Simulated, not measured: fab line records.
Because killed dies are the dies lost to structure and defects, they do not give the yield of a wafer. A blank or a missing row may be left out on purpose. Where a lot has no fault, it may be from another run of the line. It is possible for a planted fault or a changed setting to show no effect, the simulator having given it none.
fab line records	flow nand-harc
[record] lots = 24	wafers = 72	last-day = 24
route steps=1159 shown A_SGD_CUT@765 A_SLIT@791 A_WL_FILL@815
lots that met no fault: taken from a fault-free run of the same line
start-h: the number of hours between the record's first day and the start of the first shown wafer of the lot	wait-h: hours elapsed since this lot's preceding step	" the same as in the row above	L1.1+2: one row covering several wafers at once	- value missing, or start not given	* or withheld: withheld	< > ~ a bound
route shown NAME@n: NAME is a module with steps in the file, n the number in the route of the first one	usual: mean and standard deviation over wafers with no fault	same: alike in all rows	chamber/n: place in a boat	sites: the reading at each site	_std_site: how widely they spread, as a standard deviation	_edge_site: the outer-site mean with the inner-site mean subtracted	radius-mm: how far each site lies from the wafer's centre	mask NAME#n: copy n	behind: the most recent tool/chamber to have shaped the wafer	hold: cause of the lot's hold/its duration in hours/its outcome	device: names the non-switching transistor (n, p or np)	end of line: tests of these same wafers at the route's end	a step without rows: its recipe alone	killed: dies that structure and defects cost at the first sort, which is not the same as the wafer's yield	map: the dies of a wafer, with x for killed, . for not killed, _ for no die there
set.NAME: the run value of the setting; set.NAME@STEP: its run value at that earlier step	model.NAME: the simulator's own value behind a step, which no gauge read
route steps across a sampled set of lots; one table per step, one row per wafer
services: from which hour (start-h, from the record's first day; less than 0 if before it) a tool's chamber was out of use, for how many hours, and why
[[steps]]
[step NHARC_A_SGD_CUT_ETCH_16]
[recipe] target-depth-a = 3105	time-s = 155.2	c4f8-flow-sccm = withheld	o2-flow-sccm = 8	ar-flow-sccm = withheld	rf-w = 600	bias-w = 800	chemistry = C4F8/O2/Ar
[usual] oes-product-au = 0.976/0.014	rf-vpp-V = 721/4.4
lot.wafer	tool	chamber	start-h	wait-h	oes-product-au	rf-hours-counter-h	rf-vpp-V
L075.3	rie-diel-13	1	-	-	0.979	2	721
L075.4	"	3	"	"	0.972	2	720
L075.6	"	1	"	"	0.990	-	720
L074.4	rie-diel-03	0	-	-	0.974	6	727
L074.1	"	3	"	"	0.972	6	722
L074.6	"	0	"	"	0.989	-	727
L077.4	rie-diel-13	1	-	-	0.981	3	720
L077.3	"	2	"	"	0.973	4	717
L077.1	"	3	"	"	0.969	3	720
L076.3	rie-diel-03	2	-	-	0.966	6	726
L076.6	"	0	"	"	0.984	-	727
L076.5	"	1	"	"	0.986	-	717
L079.1	rie-diel-03	3	-	-	0.976	8	721
L079.5	"	1	"	"	0.977	-	716
L079.6	"	3	"	"	0.980	-	721
L078.4	rie-diel-13	2	-	-	0.988	6	719
L078.5	"	0	"	"	0.974	-	726
L078.6	"	1	"	"	0.984	-	718
L080.4	rie-diel-02	3	-	-	0.964	3	716
L080.3	"	0	"	"	0.984	2	730
L080.2	"	1	"	"	0.977	2	718
L081.1	rie-diel-13	0	-	-	0.975	8	726
L081.5	"	0	"	"	0.985	-	725
L081.6	"	1	"	"	1.005	-	718
L082.1	rie-diel-03	0	-	-	0.973	9	727
L082.5	"	1	"	"	0.969	-	716
L082.4	"	0	"	"	0.976	-	728
L084.2	rie-diel-03	2	-	-	0.991	9	725
L084.4	"	0	"	"	0.978	9	727
L084.3	"	1	"	"	0.987	9	717
L083.1	rie-diel-13	0	-	-	0.966	9	724
L083.3	"	2	"	"	0.975	9	718
L083.5	"	0	"	"	0.980	-	726
L087.4	rie-diel-03	0	-	-	0.966	11	727
L087.2	"	2	"	"	0.985	10	725
L087.1	"	3	"	"	0.982	11	721
L085.2	rie-diel-02	2	-	-	0.942	6	717
L085.3	"	0	"	"	0.957	4	730
L085.5	"	2	"	"	0.947	-	718
L086.2	rie-diel-03	1	-	-	0.975	11	718
L086.6	"	1	"	"	0.970	-	716
L086.5	"	2	"	"	0.963	-	726
L089.4	rie-diel-02	1	-	-	0.980	6	715
L089.2	"	2	"	"	0.989	7	716
L089.5	"	2	"	"	0.990	-	717
L088.4	rie-diel-13	3	-	-	0.973	11	721
L088.2	"	0	"	"	0.979	11	725
L088.1	"	2	"	"	0.991	11	718
L090.1	rie-diel-02	1	-	-	0.978	7	716
L090.3	"	0	"	"	0.962	7	728
L090.5	"	1	"	"	0.977	-	717
L091.3	rie-diel-13	1	-	-	0.942	12	717
L091.5	"	1	"	"	0.945	-	718
L091.6	"	2	"	"	0.941	-	718
L092.1	rie-diel-03	2	-	-	0.979	1	727
L092.3	"	0	"	"	0.980	2	726
L092.4	"	1	"	"	0.969	2	716
L093.1	rie-diel-02	3	-	-	0.961	10	716
L093.4	"	2	"	"	0.968	11	717
L093.6	"	0	"	"	0.969	-	729
L096.4	rie-diel-03	1	437.94	0.1	1.006	3	716
L096.1	"	2	"	"	0.999	3	724
L096.6	"	0	"	"	1.010	-	726
L094.1	rie-diel-03	3	-	-	0.979	2	721
L094.2	"	0	"	"	1.004	3	728
L094.5	"	3	"	"	0.980	-	720
L095.3	rie-diel-02	0	-	-	0.990	10	730
L095.6	"	3	"	"	0.973	-	716
L095.5	"	0	"	"	0.992	-	730
L097.4	rie-diel-03	1	-	-	0.973	5	717
L097.3	"	2	"	"	0.963	3	725
L097.5	"	1	"	"	0.968	-	717
[step NHARC_A_SLIT_OVL_MEAS_10]
[usual] overlay-x-nm = -0.2/0.81	overlay-y-nm = -0.1/0.97
lot.wafer	tool	chamber	start-h	wait-h	overlay-x-nm	overlay-y-nm
L075.3	overlay-02	-	315.43	-	-0.1	-1.0
L075.4	"	-	"	"	0.3	-0.8
L075.6	"	-	"	"	0.0	-0.6
L074.1	overlay-02	-	316.14	-	-0.7	0.3
L074.4	"	-	"	"	-0.7	0.1
L074.6	"	-	"	"	-0.5	0.1
L077.1	overlay-01	-	327.75	-	-1.7	0.8
L077.3	"	-	"	"	-1.3	1.0
L077.4	"	-	"	"	-1.7	0.3
L076.3	overlay-02	-	329.07	-	-0.1	-0.2
L076.5	"	-	"	"	-0.3	0.4
L076.6	"	-	"	"	0.3	0.9
L078.4	overlay-01	-	350.82	-	0.1	1.0
L078.5	"	-	"	"	-0.2	0.7
L078.6	"	-	"	"	-0.1	1.0
L079.1	overlay-02	-	351.08	-	-0.8	-0.4
L079.5	"	-	"	"	-1.0	0.0
L079.6	"	-	"	"	-0.5	0.2
L080.2	overlay-01	-	367.21	-	-1.3	0.1
L080.3	"	-	"	"	-1.1	0.1
L080.4	"	-	"	"	-1.4	-0.2
L081.1	overlay-01	-	369.32	-	0.2	-0.2
L081.5	"	-	"	"	0.5	0.3
L081.6	"	-	"	"	0.8	-0.3
L082.1	overlay-01	-	369.95	-	-1.1	0.9
L082.4	"	-	"	"	-1.8	1.8
L082.5	"	-	"	"	-1.4	1.5
L084.2	overlay-01	-	378.78	-	0.5	-0.4
L084.3	"	-	"	"	-0.1	0.3
L084.4	"	-	"	"	1.0	0.3
L083.1	overlay-02	-	379.05	-	-0.4	-0.4
L083.3	"	-	"	"	0.1	-0.3
L083.5	"	-	"	"	-0.2	-0.7
L087.1	overlay-02	-	394.94	-	0.1	0.4
L087.2	"	-	"	"	-0.2	1.3
L087.4	"	-	"	"	-0.4	0.4
L085.2	overlay-02	-	395.52	-	-0.9	0.2
L085.3	"	-	"	"	-1.3	0.3
L085.5	"	-	"	"	-0.8	0.2
L086.2	overlay-01	-	395.68	-	1.7	-0.1
L086.5	"	-	"	"	2.0	0.1
L086.6	"	-	"	"	1.3	0.0
L089.2	overlay-02	-	405.71	-	-0.3	0.3
L089.4	"	-	"	"	-0.1	0.6
L089.5	"	-	"	"	0.1	0.2
L088.1	overlay-01	-	405.86	-	-0.3	-0.7
L088.2	"	-	"	"	-0.9	-0.8
L088.4	"	-	"	"	-0.7	-0.5
L090.1	overlay-01	-	420.04	-	-0.1	-1.4
L090.3	"	-	"	"	0.6	-0.2
L090.5	"	-	"	"	-0.6	-0.7
L091.3	overlay-02	-	421.24	-	0.1	-0.7
L091.5	"	-	"	"	-0.1	-0.3
L091.6	"	-	"	"	-0.9	-0.5
L092.1	overlay-01	-	430.91	-	-1.2	-1.5
L092.3	"	-	"	"	-1.2	-2.3
L092.4	"	-	"	"	-0.5	-2.0
L093.1	overlay-01	-	446.50	-	-0.1	-1.0
L093.4	"	-	"	"	-0.1	-0.6
L093.6	"	-	"	"	0.5	-0.9
L096.1	overlay-01	-	446.82	-	-0.1	1.5
L096.4	"	-	"	"	-0.3	1.7
L096.6	"	-	"	"	0.0	1.6
L094.1	overlay-01	-	448.69	-	0.8	-3.0
L094.2	"	-	"	"	0.6	-3.6
L094.5	"	-	"	"	0.1	-2.4
L095.3	overlay-01	-	452.38	-	1.0	-0.2
L095.5	"	-	"	"	-0.1	-0.2
L095.6	"	-	"	"	0.1	-0.2
L097.3	overlay-02	-	467.71	-	1.0	1.0
L097.4	"	-	"	"	0.9	0.1
L097.5	"	-	"	"	0.9	0.8
[step NHARC_A_WL_FILL_ETCHBACK_05]
[recipe] target-depth-a = 220	time-s = 60	temp-c = 40	chemistry = Cl2/BCl3
[usual] drypump-motor-current-A = 5.6/0.6	oes-product-au = 1.000/0.0092
lot.wafer	tool	chamber	start-h	wait-h	drypump-motor-current-A	oes-product-au	rf-hours-counter-h
L075.4	rie-metal-02	0	337.73	0.1	4.9	1.003	-
L075.3	"	1	"	"	5.7	0.999	-
L075.6	"	1	"	"	5.7	0.996	-
L074.1	rie-metal-02	0	340.26	0.2	4.9	1.003	4.6
L074.4	"	0	"	"	4.9	0.995	-
L074.6	"	0	"	"	4.9	1.000	-
L076.3	rie-metal-01	1	343.85	0.2	6.3	0.993	-
L076.6	"	1	"	"	6.3	0.994	-
L076.5	"	0	"	"	4.9	1.003	-
L077.1	rie-metal-02	0	346.65	0.2	4.9	1.003	4.9
L077.3	"	0	"	"	4.9	1.003	-
L077.4	"	1	"	"	5.6	0.996	-
L079.1	rie-metal-01	0	366.81	0.2	4.9	1.000	0.9
L079.6	"	0	"	"	5.0	1.002	-
L079.5	"	1	"	"	6.3	0.991	-
L078.4	rie-metal-03	0	366.95	0.1	5.9	1.006	-
L078.6	"	0	"	"	5.9	1.018	-
L078.5	"	1	"	"	6.3	0.978	-
L080.2	rie-metal-01	1	383.08	0.2	6.3	0.997	1.1
L080.4	"	1	"	"	6.3	0.995	-
L080.3	"	0	"	"	5.0	0.998	-
L081.1	rie-metal-03	1	388.33	0.2	6.3	0.981	3.1
L081.6	"	0	"	"	5.9	1.012	-
L081.5	"	1	"	"	6.3	0.987	-
L082.1	rie-metal-01	0	388.40	0.2	5.0	0.987	1.4
L082.4	"	0	"	"	4.9	0.998	-
L082.5	"	1	"	"	6.3	0.989	-
L083.1	rie-metal-01	0	401.63	0.3	4.9	1.004	1.8
L083.3	"	1	"	"	6.3	1.005	-
L083.5	"	1	"	"	6.3	1.000	-
L084.2	rie-metal-02	1	404.42	0.2	5.6	1.008	0.2
L084.3	"	0	"	"	4.9	1.019	-
L084.4	"	1	"	"	5.6	1.005	-
L087.1	rie-metal-02	1	413.91	0.2	5.6	1.005	0.5
L087.2	"	0	"	"	4.9	0.998	0.5
L087.4	"	0	"	"	4.9	1.009	-
L085.2	rie-metal-03	1	416.40	0.3	6.3	0.992	-
L085.3	"	1	"	"	6.3	0.982	-
L085.5	"	1	"	"	6.3	0.981	-
L086.2	rie-metal-01	1	419.57	0.2	6.3	0.997	2.5
L086.5	"	1	"	"	6.3	0.991	-
L086.6	"	0	"	"	5.0	1.006	-
L089.2	rie-metal-02	1	429.78	0.2	5.6	1.014	0.9
L089.4	"	1	"	"	5.6	1.016	-
L089.5	"	1	"	"	5.6	1.013	-
L088.1	rie-metal-01	0	430.99	0.2	4.9	1.002	3.0
L088.2	"	1	"	"	6.3	1.006	3.0
L088.4	"	1	"	"	6.3	1.008	-
L090.1	rie-metal-02	1	438.22	0.2	5.6	0.996	1.1
L090.3	"	1	"	"	5.7	0.998	-
L090.5	"	1	"	"	5.7	1.000	-
L091.3	rie-metal-01	0	439.42	0.2	5.0	1.000	-
L091.5	"	0	"	"	5.0	0.999	-
L091.6	"	1	"	"	6.3	1.002	-
L092.1	rie-metal-02	0	453.76	0.2	4.9	1.002	1.8
L092.4	"	1	"	"	5.6	1.001	-
L092.3	"	0	"	"	4.9	1.017	-
L096.1	rie-metal-03	0	464.91	0.2	5.9	1.005	0.1
L096.4	"	1	"	"	6.3	0.986	-
L096.6	"	0	"	"	5.9	1.003	-
L093.1	rie-metal-01	1	464.93	0.2	6.3	1.000	3.6
L093.4	"	1	"	"	6.3	1.003	-
L093.6	"	1	"	"	6.3	1.001	-
L094.2	rie-metal-02	0	467.68	0.2	4.9	0.999	2.1
L094.1	"	1	"	"	5.6	0.990	2.1
L094.5	"	0	"	"	4.9	1.017	-
L095.3	rie-metal-03	1	468.96	0.2	6.3	1.000	-
L095.6	"	0	"	"	5.9	1.013	-
L095.5	"	1	"	"	6.3	0.985	-
L097.4	rie-metal-01	0	483.75	0.1	4.9	0.991	-
L097.3	"	1	"	"	6.3	0.995	-
L097.5	"	0	"	"	5.0	0.994	-
[step NHARC_A_WL_FILL_STRIP_27]
[recipe] power-w = 1500	temp-c = 250	time-s = 20	chemistry = N2/H2
[usual] drypump-motor-current-A = 5.59/0.15	heater-power-w = 327/31
lot.wafer	tool	chamber	start-h	wait-h	drypump-motor-current-A	heater-power-w	rf-hours-counter-h
L075.3	plasma-asher-02	1	337.89	0.1	5.77	340	-
L075.4	"	0	"	"	5.31	327	-
L075.6	"	1	"	"	5.72	335	-
L074.1	plasma-asher-02	1	340.40	0.1	5.75	341	52
L074.4	"	0	"	"	5.30	331	-
L074.6	"	1	"	"	5.75	358	-
L076.3	plasma-asher-01	1	344.07	0.2	5.66	278	-
L076.6	"	1	"	"	5.67	282	-
L076.5	"	0	"	"	5.62	351	-
L077.1	plasma-asher-01	0	346.83	0.2	5.62	354	22
L077.3	"	0	"	"	5.61	346	-
L077.4	"	1	"	"	5.63	282	-
L079.1	plasma-asher-01	1	368.14	1.3	5.62	280	32
L079.5	"	1	"	"	5.66	280	-
L079.6	"	0	"	"	5.62	349	-
L078.4	plasma-asher-01	1	368.31	1.3	5.60	279	-
L078.5	"	1	"	"	5.63	283	-
L078.6	"	0	"	"	5.61	351	-
L080.2	plasma-asher-01	1	383.34	0.2	5.63	283	36
L080.3	"	1	"	"	5.65	274	-
L080.4	"	0	"	"	5.63	341	-
L081.1	plasma-asher-02	1	388.45	0.1	5.76	351	5
L081.5	"	1	"	"	5.75	354	-
L081.6	"	0	"	"	5.32	355	-
L082.1	plasma-asher-01	0	388.56	0.1	5.62	338	37
L082.4	"	1	"	"	5.66	285	-
L082.5	"	0	"	"	5.62	352	-
L083.1	plasma-asher-01	0	401.79	0.1	5.62	348	43
L083.3	"	0	"	"	5.63	354	-
L083.5	"	1	"	"	5.67	287	-
L084.2	plasma-asher-01	1	405.06	0.6	5.64	280	45
L084.4	"	0	"	"	5.62	351	-
L084.3	"	1	"	"	5.65	285	-
L087.2	plasma-asher-01	0	414.05	0.1	5.62	340	48
L087.1	"	1	"	"	5.62	280	48
L087.4	"	1	"	"	5.63	276	-
L085.2	plasma-asher-02	1	416.62	0.2	5.77	342	14
L085.3	"	0	"	"	5.30	354	-
L085.5	"	1	"	"	5.76	346	-
L086.2	plasma-asher-02	0	419.74	0.2	5.32	340	15
L086.5	"	1	"	"	5.71	349	-
L086.6	"	0	"	"	5.30	356	-
L089.2	plasma-asher-01	1	429.93	0.1	5.63	280	54
L089.4	"	1	"	"	5.62	274	-
L089.5	"	1	"	"	5.64	275	-
L088.1	plasma-asher-01	0	431.13	0.1	5.63	347	54
L088.2	"	1	"	"	5.66	273	54
L088.4	"	0	"	"	5.63	344	-
L090.1	plasma-asher-01	0	438.57	0.3	5.63	347	56
L090.3	"	0	"	"	5.63	344	-
L090.5	"	0	"	"	5.64	335	-
L091.3	plasma-asher-02	1	439.61	0.2	5.75	351	-
L091.6	"	0	"	"	5.31	352	-
L091.5	"	1	"	"	5.77	344	-
L092.1	plasma-asher-02	0	453.89	0.1	5.30	345	26
L092.4	"	0	"	"	5.28	352	-
L092.3	"	1	"	"	5.76	349	-
L096.1	plasma-asher-01	0	465.05	0.1	5.63	353	1
L096.4	"	1	"	"	5.65	289	-
L096.6	"	1	"	"	5.64	296	-
L093.1	plasma-asher-02	0	465.16	0.2	5.30	357	32
L093.4	"	0	"	"	5.27	354	-
L093.6	"	0	"	"	5.30	356	-
L094.1	plasma-asher-02	0	467.82	0.1	5.28	354	33
L094.2	"	1	"	"	5.73	345	33
L094.5	"	1	"	"	5.73	342	-
L095.3	plasma-asher-01	0	469.13	0.2	5.62	363	-
L095.5	"	1	"	"	5.64	292	-
L095.6	"	0	"	"	5.61	344	-
L097.4	plasma-asher-01	0	483.91	0.1	5.62	354	-
L097.3	"	1	"	"	5.61	299	-
L097.5	"	1	"	"	5.64	288	-
[step NHARC_A_WL_FILL_ETCHBACK_17]
[recipe] target-depth-a = 40	time-s = 26.7	chemistry = Cl2/BCl3
[usual] drypump-motor-current-A = 5.7/0.57	oes-product-au = 1.000/0.011
lot.wafer	tool	chamber	start-h	wait-h	drypump-motor-current-A	oes-product-au	rf-hours-counter-h
L074.1	rie-metal-01	1	347.81	-	6.3	0.997	0.2
L074.4	"	1	"	"	6.3	0.987	-
L074.6	"	1	"	"	6.3	0.990	-
L075.4	rie-metal-03	1	350.85	-	6.3	0.998	-
L075.3	"	0	"	"	5.9	1.005	-
L075.6	"	0	"	"	5.9	1.023	-
L077.1	rie-metal-03	0	355.10	-	5.9	1.011	2.4
L077.3	"	0	"	"	5.9	1.015	-
L077.4	"	1	"	"	6.3	0.983	-
L076.3	rie-metal-03	0	357.18	-	5.9	0.999	-
L076.5	"	1	"	"	6.3	0.977	-
L076.6	"	0	"	"	5.9	0.995	-
L079.1	rie-metal-02	1	386.77	-	5.6	1.001	5.4
L079.5	"	1	"	"	5.6	1.006	-
L079.6	"	0	"	"	4.9	1.014	-
L078.4	rie-metal-01	0	386.87	-	4.9	0.990	-
L078.5	"	0	"	"	4.9	0.997	-
L078.6	"	1	"	"	6.3	0.987	-
L080.2	rie-metal-03	1	393.66	-	6.3	0.982	3.2
L080.4	"	1	"	"	6.3	0.981	-
L080.3	"	0	"	"	5.9	0.993	-
L082.1	rie-metal-02	0	398.55	-	4.9	1.008	0
L082.4	"	1	"	"	5.6	1.007	-
L082.5	"	1	"	"	5.6	0.999	-
L081.1	rie-metal-03	0	401.96	-	5.9	1.005	3.5
L081.6	"	0	"	"	5.9	0.997	-
L081.5	"	1	"	"	6.3	0.982	-
L083.1	rie-metal-02	1	411.88	-	5.7	1.004	0.3
L083.3	"	1	"	"	5.7	1.008	-
L083.5	"	1	"	"	5.6	1.008	-
L084.2	rie-metal-02	0	421.01	-	4.9	1.021	0.6
L084.4	"	0	"	"	4.9	1.007	-
L084.3	"	1	"	"	5.7	1.004	-
L087.1	rie-metal-02	0	424.43	-	4.9	1.017	0.7
L087.2	"	1	"	"	5.6	1.001	0.7
L087.4	"	1	"	"	5.6	0.996	-
L085.2	rie-metal-01	1	427.40	-	6.3	0.996	2.8
L085.3	"	1	"	"	6.3	1.001	-
L085.5	"	1	"	"	6.3	1.004	-
L086.2	rie-metal-03	1	429.81	-	6.4	0.996	4.7
L086.5	"	1	"	"	6.3	0.997	-
L086.6	"	0	"	"	5.9	1.007	-
L088.2	rie-metal-03	0	439.94	-	5.9	1.000	4.5
L088.1	"	1	"	"	6.3	0.979	5.0
L088.4	"	1	"	"	6.3	0.990	-
L089.2	rie-metal-01	1	439.95	-	6.3	0.995	3.3
L089.4	"	1	"	"	6.3	1.000	-
L089.5	"	1	"	"	6.3	0.993	-
L090.1	rie-metal-03	0	448.60	-	5.9	1.007	4.6
L090.3	"	0	"	"	5.9	1.003	-
L090.5	"	1	"	"	6.3	0.995	-
L091.3	rie-metal-01	1	448.68	-	6.3	1.006	-
L091.6	"	0	"	"	5.0	0.998	-
L091.5	"	1	"	"	6.3	1.001	-
L092.1	rie-metal-02	0	464.74	-	4.9	1.009	1.9
L092.3	"	1	"	"	5.6	0.993	-
L092.4	"	0	"	"	4.9	1.010	-
L094.2	rie-metal-01	0	475.17	-	5.0	0.993	3.9
L094.1	"	1	"	"	6.3	0.987	3.9
L094.5	"	0	"	"	5.0	0.987	-
L096.1	rie-metal-02	1	475.39	-	5.6	0.992	2.4
L096.4	"	0	"	"	4.9	1.008	-
L096.6	"	1	"	"	5.6	0.983	-
L093.1	rie-metal-03	1	477.80	-	6.3	1.003	0.7
L093.4	"	0	"	"	5.9	1.016	-
L093.6	"	1	"	"	6.3	1.000	-
L095.3	rie-metal-02	1	479.46	-	5.6	0.991	-
L095.5	"	0	"	"	4.9	1.020	-
L095.6	"	1	"	"	5.6	0.994	-
L097.4	rie-metal-02	1	493.90	-	5.7	0.991	-
L097.3	"	0	"	"	4.9	1.018	-
L097.5	"	1	"	"	5.6	1.012	-
[step NHARC_A_WL_FILL_ETCHBACK_26]
[recipe] target-depth-a = 520	time-s = 13.3	hbr-flow-sccm = 150	rf-w = 350	icp-w = 350	bias-w = 60	chemistry = HBr
[usual] drypump-motor-current-A = 5.9/0.57	oes-product-au = 1.002/0.0092	throttle-valve-pct = 23.266/0.009
lot.wafer	tool	chamber	start-h	wait-h	drypump-motor-current-A	oes-product-au	rf-hours-counter-h	throttle-valve-pct
L074.1	rie-si-03	1	352.90	0.4	5.9	0.999	0.2	23.268
L074.4	"	0	"	"	6.0	0.986	0.1	23.264
L074.6	"	1	"	"	5.9	1.001	-	23.267
L075.3	rie-si-05	0	356.25	0.4	4.9	0.999	0.9	23.274
L075.4	"	1	"	"	6.2	0.999	0.7	23.271
L075.6	"	0	"	"	4.9	0.997	-	23.257
L077.3	rie-si-05	2	363.44	0.4	6.6	1.015	0.7	23.262
L077.1	"	3	"	"	5.9	0.991	0.9	23.269
L077.4	"	1	"	"	6.2	0.995	-	23.261
L076.3	rie-si-04	3	363.44	0.4	5.8	1.004	0.5	23.281
L076.5	"	3	"	"	5.8	1.010	-	23.274
L076.6	"	0	"	"	6.7	0.991	-	23.254
L079.1	rie-si-03	2	392.03	0.4	6.4	1.013	0.5	23.274
L079.5	"	1	"	"	5.9	1.003	-	23.255
L079.6	"	2	"	"	6.5	1.020	-	23.264
L078.4	rie-si-04	0	392.04	0.4	6.7	0.995	0.6	23.259
L078.5	"	3	"	"	5.8	1.015	-	23.270
L078.6	"	0	"	"	6.7	0.996	-	23.271
L080.3	rie-si-05	1	399.05	0.4	6.2	1.001	0.9	23.260
L080.2	"	2	"	"	6.6	1.006	0.9	23.264
L080.4	"	3	"	"	6.0	0.991	1.1	23.273
L082.1	rie-si-04	1	403.92	0.4	4.9	0.989	0.8	23.271
L082.4	"	2	"	"	5.5	0.998	0.7	23.269
L082.5	"	2	"	"	5.5	0.992	-	23.261
L081.1	rie-si-03	1	407.36	0.4	5.9	0.995	0.6	23.266
L081.6	"	3	"	"	5.6	0.997	-	23.257
L081.5	"	0	"	"	6.0	0.997	-	23.277
L083.3	rie-si-04	2	417.28	0.4	5.5	1.005	0.8	23.257
L083.1	"	0	"	"	6.7	0.994	0.8	23.260
L083.5	"	2	"	"	5.5	1.010	-	23.275
L084.3	rie-si-05	2	426.64	0.4	6.6	1.010	0	23.281
L084.2	"	0	"	"	4.9	1.014	0	23.268
L084.4	"	1	"	"	6.2	0.999	0	23.283
L087.2	rie-si-05	0	429.85	0.4	4.9	1.000	0.0	23.263
L087.4	"	1	"	"	6.2	0.994	0.0	23.263
L087.1	"	2	"	"	6.6	0.999	0.0	23.264
L085.2	rie-si-04	2	432.67	0.4	5.5	1.013	0.9	23.273
L085.3	"	3	"	"	5.8	1.020	0.8	23.280
L085.5	"	2	"	"	5.5	1.004	-	23.246
L086.2	rie-si-03	0	435.25	0.4	6.0	0.988	0.9	23.271
L086.6	"	2	"	"	6.4	1.006	-	23.249
L086.5	"	1	"	"	5.9	1.010	-	23.256
L088.1	rie-si-03	1	445.03	0.4	5.9	1.002	0.9	23.267
L088.2	"	2	"	"	6.4	1.005	1.0	23.266
L088.4	"	2	"	"	6.4	0.996	-	23.251
L089.2	rie-si-04	1	445.05	0.4	4.9	1.005	1.2	23.266
L089.4	"	2	"	"	5.5	1.001	1.0	23.284
L089.5	"	3	"	"	5.8	1.011	-	23.270
L090.3	rie-si-03	2	453.81	0.4	6.4	1.002	1.1	23.262
L090.1	"	3	"	"	5.6	0.990	0.9	23.272
L090.5	"	1	"	"	5.9	1.000	-	23.263
L091.3	rie-si-05	3	453.83	0.4	6.0	1.006	0.2	23.261
L091.6	"	1	"	"	6.2	0.993	-	23.272
L091.5	"	2	"	"	6.6	1.012	-	23.248
L092.3	rie-si-05	3	470.06	0.4	5.9	1.015	0.3	23.268
L092.4	"	1	"	"	6.2	1.008	0.4	23.255
L092.1	"	2	"	"	6.6	1.015	0.3	23.267
L094.2	rie-si-03	1	480.42	0.4	5.9	1.010	1.2	23.265
L094.1	"	0	"	"	6.0	1.008	1.1	23.272
L094.5	"	1	"	"	5.9	1.005	-	23.278
L096.1	rie-si-05	1	480.42	0.4	6.2	0.993	0.5	23.262
L096.4	"	0	"	"	4.9	1.013	0.5	23.272
L096.6	"	1	"	"	6.2	1.001	-	23.268
L093.4	rie-si-04	0	483.16	0.4	6.7	0.992	0.2	23.270
L093.1	"	3	"	"	5.9	0.999	0.2	23.275
L093.6	"	0	"	"	6.7	0.993	-	23.278
L095.3	rie-si-05	0	483.19	0.4	4.9	1.007	0.5	23.275
L095.5	"	2	"	"	6.6	0.995	-	23.260
L095.6	"	3	"	"	5.9	1.006	-	23.253
L097.3	rie-si-05	2	499.24	0.4	6.7	0.983	0.6	23.265
L097.4	"	1	"	"	6.2	0.971	0.7	23.267
L097.5	"	3	"	"	6.0	1.008	-	23.264
[[services]]
tool	chamber	start-h	hours	kind
rie-diel-13	1	302.62	2.0	repair
rie-metal-01	-	332.00	9.0	pm
rie-si-03	-	332.00	9.0	pm
rie-diel-03	2	334.36	13.8	repair
rie-metal-03	-	340.25	1.1	repair
rie-diel-03	3	355.05	4.6	repair
plasma-asher-02	-	360.06	9.0	pm
rie-si-05	0	360.51	6.3	repair
plasma-asher-01	-	382.90	0.4	repair
rie-metal-03	-	387.79	0.2	repair
rie-metal-02	-	388.00	9.0	pm
rie-diel-03	-	392.30	9.0	pm
rie-si-03	1	393.06	3.6	repair
plasma-asher-02	-	404.61	2.4	repair
rie-diel-03	-	408.10	0.9	repair
rie-metal-03	0	413.84	2.9	repair
rie-diel-13	1	414.47	6.7	repair
rie-si-05	-	416.00	9.0	pm
rie-diel-13	0	422.73	16.6	repair
rie-si-05	2	433.30	4.6	repair
rie-diel-03	2	443.81	3.2	repair
plasma-asher-01	-	453.00	9.0	pm
rie-metal-03	-	453.00	9.0	pm
rie-si-05	3	492.03	4.0	repair
[[key]]
fault none
